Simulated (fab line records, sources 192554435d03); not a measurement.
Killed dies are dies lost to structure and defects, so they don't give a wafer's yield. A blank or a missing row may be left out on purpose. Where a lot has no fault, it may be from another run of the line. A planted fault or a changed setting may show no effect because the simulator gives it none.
One fault seen from 2 desks ; flow n5_finfet ; every desk sees just its own numbers, and what lay behind them comes last

FOR THE TOOL OWNER'S DESK: ald_metal-01
The tool's own readings at N5_BEOL_M5_ALD_86 (deposits TaN, pulse time 2 s, purge time 3 s, co reactant purge time 2 s): means of the sampled wafers that have a number, for each lot that ran on this tool. The brackets show how far a lot's mean lies from the usual mean; more than 4 standard deviations puts the lot out of limits, marked OUT.
Columns: A = heater_power_w at N5_BEOL_M5_ALD_86, usual 433 W
lot;first seen here;A
L931;day 9 09:19;431
L940;day 11 22:39;433
L941;day 12 07:36;434
L942;day 12 23:29;430
L950;day 15 08:44;425
L954;day 16 03:52;428
This desk found nothing out of limits on any of the 6 lots.

AT THE METROLOGY DESK
Means of the sampled wafers that have a number, per lot and without regard to the tool the lot ran on: this is what the gauges read. The brackets show how far a lot's mean lies from the usual mean; more than 4 standard deviations puts the lot out of limits, marked OUT. It has 35 readings, of which 7 appear: the earliest out of limits, and the ones furthest out on some lot.
Columns: A = IOFF_P at N5_BEOL_M4_RC_MEAS_101, usual 0.210 nA/um; B = VT_P at N5_BEOL_M4_RC_MEAS_101, usual -250.1 mV; C = COMB_M5 at N5_BEOL_M15_RC_MEAS_101, usual 3.7e-11 S/m; D = COMB_M5_max_site at N5_BEOL_M15_RC_MEAS_101, usual 5.4e-11 S/m; E = SERP_M12 at N5_BEOL_M15_RC_MEAS_101, usual 0.643 ohm/um; F = SERP_M12_max_site at N5_BEOL_M15_RC_MEAS_101, usual 0.656 ohm/um; G = SERP_M6 at N5_BEOL_M15_RC_MEAS_101, usual 13.9 ohm/um
lot;first seen here;A;B;C;D;E;F;G
L931;day 9 03:32;0.212;-248.4;3.5e-11;5.4e-11;0.662;0.674;14.1
L940;day 11 08:13;0.226;-249.2;9.9e-11 (+8.2) OUT;1.2e-10 (+4.8) OUT;0.653;0.665;14.8
L941;day 12 02:34;0.268;-244.7;4.6e-11;6.2e-11;0.654;0.663;14.2
L942;day 12 18:58;0.194;-251.0;6.8e-11 (+4.1) OUT;8.9e-11;0.646;0.657;14.0
L950;day 15 02:38;0.193;-253.3;4.2e-11;6.1e-11;0.617;0.631;14.0
L952;day 15 08:37;0.196;-251.0;3.0e-11;5.1e-11;0.646;0.653;13.8
L954;day 15 20:00;0.195;-253.1;4.4e-11;6.3e-11;0.649;0.661;13.2
L953;day 16 03:17;0.199;-249.4;3.7e-11;5.2e-11;0.642;0.652;13.8
Per this desk, out of limits: L940, L942; the first was L940, day 15 13:43 (COMB_M5 at N5_BEOL_M15_RC_MEAS_101). L931, L941, L950, L952, L954, L953: within limits.

BROUGHT TOGETHER
Metrology desk: alarm possible at day 15 13:43 on L940, L942.
The tool owner's desk saw nothing out of limits.
On record at the tool owner's desk: L940, L942, within its limits.
N5_BEOL_M5_ALD_86 was run on ald_metal-01 by each of the lots named.

WHAT THE SIMULATOR HAD PUT IN
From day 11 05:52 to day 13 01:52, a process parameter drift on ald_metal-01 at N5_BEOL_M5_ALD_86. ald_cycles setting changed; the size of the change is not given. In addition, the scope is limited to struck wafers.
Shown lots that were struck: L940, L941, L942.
Per desk, hours elapsed from the start of the fault to the first reading out of limits: for the metrology desk, 104.
